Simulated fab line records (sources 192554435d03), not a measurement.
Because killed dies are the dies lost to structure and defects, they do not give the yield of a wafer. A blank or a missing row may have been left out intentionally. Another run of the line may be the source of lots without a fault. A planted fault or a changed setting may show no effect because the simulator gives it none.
Struck lot and sound lot, side by side + flow n5Finfet + 26 out of 1938 route steps
Sound: these wafers, L336.4, L336.5, L336.6. The struck wafers were L321.2, L321.4, L321.6. The cause is given at the end.
Order at every step that has rows: each side's tool, ch and its chambers, its first start. Under that, the readings that differ: sound wafers + struck wafers + difference of the means + sigmas: that difference in standard deviations of wafers without a fault.
alike: same words and numbers on both sides, and readings whose means sit less than 2 such deviations apart. not compared: any withheld reading, any reading some wafer has no value for, any bound like >300 that may hide the same value, and any number with overlapping values for which the record gives no deviation.
Wherever a step has rows on one side only, a row that says differs or no value, or a row with sigmas, the two part there. When numbers do not overlap yet have no deviation, they are printed without sigmas and do not part them. A reading missing from all wafers of one side parts the sides only when that side holds two or more wafers.

first, 10 steps without rows for these wafers: N5_GATE_CUT_DESCUM_18 (chemistry O2, time 7 s); N5_GATE_CUT_ETCH_28 (etches underlayer in N2/H2, target depth 13 nm, time 10.4 s); N5_GATE_CUT_ETCH_36 (etches SiARC in CF4, target depth 13 nm, time 21.7 s); N5_GATE_CUT_ETCH_37 (etches SOC in N2/H2, target depth 60 nm, overetch 12 nm, time 90 s); N5_GATE_CUT_STRIP_38 (strips in N2/H2); N5_GATE_CUT_STRIP_39 (strips in N2/H2); N5_GATE_CUT_HM_OPEN_40 (chemistry C4F6/O2, target SiO2, target depth 139 nm, time 85.1 s); N5_GATE_CUT_STRIP_41 (strips in CF4); N5_GATE_CUT_STRIP_42 (strips in O2); N5_GATE_CUT_ETCH_19 (etches SiNx in CH3F/O2, target depth 53.7 nm, time 76.7 s).
N5_GATE_CUT_CUT_ETCH_53: etches W in SF6/Cl2, target depth 79.2 nm.
  sound on rieMetal-03 ch 0,1, day 9 15:43; struck on rieMetal-03 ch 0, day 5 22:55
  no value came back on the struck wafers for any of 7 readings (SF6_flow_sccm (sccm), biasW (W) and others); on the sound wafers SF6_flow_sccm (sccm) reads 39.96 40.11 39.90
| reading                                     | sound             | struck            | difference | sigmas |
|---------------------------------------------|-------------------|-------------------|------------|--------|
| model.SiO2_of_GATE_CUT_HM_DEP_46.thkNm (nm) | 118.4 118.2 118.8 | 122.8 127.2 126.4 | +7.0       |        |
  not compared: rfHoursCounterH
N5_GATE_CUT_CUT_ETCH_54: etches TiN in Cl2/BCl3, target depth 96.7 nm.
  sound on rieMetal-03 ch 0,1, day 9 15:47; struck on rieMetal-03 ch 0, day 5 23:02
| reading             | sound          | struck         | difference | sigmas |
|---------------------|----------------|----------------|------------|--------|
| etchRfOnTimeS (s)   | 36.2 36.9 36.7 | 47.9 47.9 47.9 | +11.3      | +26    |
| oesProductAu (a.u.) | 0.81 0.75 0.81 | 0.32 0.33 0.34 | -0.46      | -13    |
  alike: bcl3FlowSccm, biasW, drypumpMotorCurrentA, rfFwdPowerW, throttleValvePct
  not compared: rfHoursCounterH
then, 9 steps without rows for these wafers: N5_GATE_CUT_ETCH_47 (etches SiO2 in Cl2/BCl3, target depth 10 nm); N5_GATE_CUT_VAPOR_ETCH_48 (etches TiN in BCl3/Cl2); N5_GATE_CUT_VAPOR_ETCH_49 (etches TiAlC in BCl3/Cl2); N5_GATE_CUT_VAPOR_ETCH_51 (etches HfO2 in BCl3/Cl2); N5_GATE_CUT_STRIP_21 (strips in N2/H2, time 30 s); N5_GATE_CUT_STRIP_29 (strips in post etch residue remover, time 60 s); N5_GATE_CUT_SRD_52 (time 30 s); N5_GATE_CUT_ALD_22 (deposits SiNx, target thk 16 nm, pulse time 1 s, ald cycles 320); N5_GATE_CUT_CMP_23 (polishes, stops on SiO2, t overpolish 23.4 s, target thk 16 nm).
N5_GATE_CUT_THK_MEAS_24:
  struck on filmMetro-01, day 6 01:24; sound on filmMetro-01, day 9 17:56
| reading          | sound             | struck            | difference | sigmas |
|------------------|-------------------|-------------------|------------|--------|
| GC_FILL_THK (nm) | 220.3 219.8 221.3 | 224.6 229.4 228.6 | +7.1       | +4     |
N5_GATE_CUT_CMP_43: polishes SiO2.
  sound on cmp-03 ch 1,2, day 9 17:58; struck on cmp-04 ch 0,1,2, day 6 01:31
| reading                                     | sound | struck      | difference | sigmas |
|---------------------------------------------|-------|-------------|------------|--------|
| model.SiO2_of_GATE_CUT_HM_DEP_46.thkNm (nm) | 5 5 5 | 5.2 5.4 5.4 | +0.3       |        |
  alike: motorCurrentA
then, 1 step without rows for these wafers: N5_GATE_CUT_CMP_61 (polishes, stops on SiNx, t overpolish 3 s).
N5_BEOL_M4_RC_MEAS_101:
  the record has rows for the sound wafers here (prober-01 ch 0, day 12 19:50) and none for the struck ones
-- the record jumps here: 7 days lie between the struck wafers' starts before and after (it left off in module BEOL_M4 and takes up again in module PASSIVATION, whose first step shown is number 1936 of the route) --
N5_PASSIVATION_PROBE_49:
  record: rows for the struck wafers here (prober-01, day 13 10:46), none for the sound ones

## WHERE THEY PART
At N5_GATE_CUT_CUT_ETCH_53 first; at N5_PASSIVATION_PROBE_49 last (within this record only).

WHY: whatever the simulator had introduced
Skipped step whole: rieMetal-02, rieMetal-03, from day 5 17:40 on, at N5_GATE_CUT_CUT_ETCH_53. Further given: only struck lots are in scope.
